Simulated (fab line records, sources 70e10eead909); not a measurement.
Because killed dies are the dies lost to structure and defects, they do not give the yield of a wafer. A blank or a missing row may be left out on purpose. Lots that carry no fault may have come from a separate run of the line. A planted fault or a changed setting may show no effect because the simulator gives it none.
Matching of chambers | flow nand-harc | 4 sister chambers for NHARC_A_STAIRCASE_DESCUM_11 on rie-diel-13
The step chemistry O2, time 3 s. 8 wafers are shown with their chamber, then 8 later ones without.

## WAFERS WITH THEIR CHAMBER
wafer  | chamber | showerhead-plenum-p-Torr (Torr) | oes-product-au (a.u.)
L227.4 | 3       | 1.90                            | 0.985
L230.1 | 0       | 1.90                            | 1.011
L230.5 | 1       | 2.05                            | 0.989
L230.6 | 0       | 1.90                            | 1.009
L237.1 | 1       | 2.04                            | 0.992
L237.4 | 2       | 1.81                            | 1.025
L237.5 | 3       | 1.89                            | 0.997
L240.2 | 2       | 1.81                            | 0.992

## WAFERS WITHOUT THEIR CHAMBER
wafer  | showerhead-plenum-p-Torr (Torr) | oes-product-au (a.u.)
L240.3 | 1.89                            | 0.988
L240.5 | 1.89                            | 0.981
L241.3 | 2.04                            | 1.006
L241.4 | 1.80                            | 1.007
L241.5 | 1.89                            | 1.003
L243.2 | 2.03                            | 1.005
L243.3 | 1.89                            | 1.004
L243.5 | 2.03                            | 1.004

## WHICH CHAMBER EACH WENT THROUGH
wafer  | from the rows above     | in truth
L240.3 | can't be placed: 3 or 0 | 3
L240.5 | can't be placed: 3 or 0 | 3
L241.3 | 1                       | 1
L241.4 | 2                       | 2
L241.5 | can't be placed: 3 or 0 | 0
L243.2 | 1                       | 1
L243.3 | can't be placed: 3 or 0 | 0
L243.5 | 1                       | 1
Placed correctly: 4 of 8. From these rows, 4 cannot be placed; in 4 the true chamber is one of the candidates. Wrongly placed: 0.
How it was worked out, from the rows above alone: a wafer's distance from a chamber is the root of the sum, over the readings, of the square of ((its reading less the chamber's mean) divided by the reading's scatter). If the next closest chamber is less than 2 further off than the closest, the wafer can't be placed; otherwise it belongs to the closest. Each chamber's mean is taken over the wafers shown for it. The scatter: take each reading less its chamber's mean, square it, sum over the shown wafers, divide by the number of wafers less the number of chambers, and take the root.
